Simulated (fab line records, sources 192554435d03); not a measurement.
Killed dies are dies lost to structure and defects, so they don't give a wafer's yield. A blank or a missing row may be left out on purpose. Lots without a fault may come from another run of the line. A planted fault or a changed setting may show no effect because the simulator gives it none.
Split-lot experiment | flow n5_finfet | 7 lots, 21 wafers read, on a route of 1938 steps

THE SPLIT
At N5_BEOL_M7_TRENCH_ETCH_37 (etches SiCOH lowk in C4F6/O2, target depth 93.478 nm, time 31.2 s), the setting time_s was moved away from the recipe's 31.2 s on 7 of the 21 wafers read, by -18.4% to +20.0%. The other wafers ran this setting at the recipe's value.

FROM THE SPLIT TO THE READING: what the file shows between them, 11 steps
- N5_BEOL_M7_ETCH_41: etches SiCN in CH3F/O2, target depth 31.9 nm, time 57.8 s
- N5_BEOL_M7_STRIP_80: strips in N2/H2, time 10 s
- N5_BEOL_M7_OCD_MEAS_38
- N5_BEOL_M7_HM_STRIP_39: strips TiN in peroxide tin strip, target depth 25 nm, time 158 s
- N5_BEOL_M7_SRD_40: time 30 s
- N5_BEOL_M7_ECD_50: material Cu, target thk 300 nm
- N5_BEOL_M7_ANNEAL_51: time 90 s
- N5_BEOL_M7_CMP_52: polishes, stops on SiCOH lowk, t overpolish 6.9 s, target thk 80 nm
- N5_BEOL_M7_THK_MEAS_53: measures by xrf
- N5_BEOL_M7_PRE_CLEAN_55: time 15 s
- N5_BEOL_M7_DEP_56: deposits SiCN from 3MS/NH3, target thk 10 nm, time 17.5 s

THE READING
M7_RS, in ohm/sq, at N5_BEOL_M7_RS_MEAS_57 (measures by four-point-probe). Fault-free wafers of this fab line usually give 0.289 ohm/sq, standard deviation 0.01 ohm/sq.

wafer  | tool, chamber at the split | time_s as run, s | against the recipe | M7_RS, ohm/sq | against lot-mates on the recipe
L078.1 | rie_diel-03, 1             | 31.2             | recipe             | 0.298         | -
L078.4 | rie_diel-03, 0             | 31.2             | recipe             | 0.287         | -
L078.6 | rie_diel-03, 3             | 25.45            | -18.4%             | 0.362         | +0.070
L079.2 | rie_diel-01, 1             | 31.2             | recipe             | 0.287         | -
L079.3 | rie_diel-01, 3             | 31.2             | recipe             | 0.275         | -
L079.5 | rie_diel-01, 1             | 36.95            | +18.4%             | 0.232         | -0.049
L082.4 | rie_diel-04, 0             | 31.2             | recipe             | 0.289         | -
L082.5 | rie_diel-04, 1             | 36.34            | +16.5%             | 0.243         | -0.046
L082.6 | rie_diel-04, 2             | 36.34            | +16.5%             | 0.233         | -0.056
L083.2 | rie_diel-03, 3             | 28.52            | -8.6%              | 0.316         | +0.015
L083.4 | rie_diel-03, 1             | 31.2             | recipe             | 0.300         | -
L083.6 | rie_diel-03, 1             | 31.2             | recipe             | 0.302         | -
L086.3 | rie_diel-03, 2             | 31.2             | recipe             | 0.301         | -
L086.5 | rie_diel-03, 0             | 31.2             | recipe             | 0.295         | -
L086.6 | rie_diel-03, 3             | 31.2             | recipe             | 0.280         | -
L093.1 | rie_diel-01, 2             | 31.2             | recipe             | 0.306         | -
L093.5 | rie_diel-01, 1             | 31.2             | recipe             | 0.285         | -
L093.6 | rie_diel-01, 0             | 31.2             | recipe             | 0.288         | -
L097.1 | rie_diel-04, 1             | 37.43            | +20.0%             | 0.237         | -0.051
L097.5 | rie_diel-04, 2             | 31.2             | recipe             | 0.288         | -
L097.6 | rie_diel-04, 1             | 37.43            | +20.0%             | 0.234         | -0.054

THE FIT
A straight line over all 21 wafers: M7_RS changes by -0.00319 ohm/sq for each +1% of time_s; r = -0.97; the points scatter about the line by 0.0084 ohm/sq.
The same after taking each lot's own level away (the mean of its wafers on the recipe; 21 wafers): -0.00293 ohm/sq for each +1%; r = -0.97; scatter 0.0077 ohm/sq.
On that fit, the largest move of time_s shifts the reading by 0.059 ohm/sq.
The lots' own levels span 0.2810 to 0.3010 ohm/sq, that is 2.0 times the standard deviation above.
So the lot-to-lot level changes the slope little: the two slopes agree.
Check: with one of the wafers moved furthest among these (+20.0%) left out of the fit, the line predicts -0.0594 ohm/sq for it against its lot-mates. It came out at -0.051 ohm/sq against them.

THE WHOLE CHAIN: every reading that the file lists as answering this split, in the file's order
step                      | what it does                                                        | reading                                                                      | change (the file's fit)               | r (the file's)
N5_BEOL_M7_TRENCH_ETCH_37 | etches SiCOH lowk in C4F6/O2, target depth 93.478 nm, time 31.2 s   | etch.depth_nm (the simulator's own value, which no gauge read)               | +0.762 nm for each +1% of the setting | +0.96
N5_BEOL_M7_TRENCH_ETCH_37 | etches SiCOH lowk in C4F6/O2, target depth 93.478 nm, time 31.2 s   | BEOL_M7.feature_depth_nm (the simulator's own value, which no gauge read)    | +0.764 nm for each +1% of the setting | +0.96
N5_BEOL_M7_OCD_MEAS_38    |                                                                     | trench_depth_nm                                                              | +0.759 nm for each +1% of the setting | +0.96
N5_BEOL_M7_CMP_52         | polishes, stops on SiCOH lowk, t overpolish 6.9 s, target thk 80 nm | Cu_of_BEOL_M7_ECD_50.thk_nm (the simulator's own value, which no gauge read) | +0.75 nm for each +1% of the setting  | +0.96
N5_BEOL_M7_THK_MEAS_53    | measures by xrf                                                     | M7_THK                                                                       | +0.737 for each +1% of the setting    | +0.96
N5_BEOL_M7_RS_MEAS_57     | measures by four-point-probe                                        | M7_RS                                                                        | -0.00294 for each +1% of the setting  | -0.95

THE FILE'S OWN FIT
M7_RS changes by -0.00294 ohm/sq for each +1% of time_s, r = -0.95.
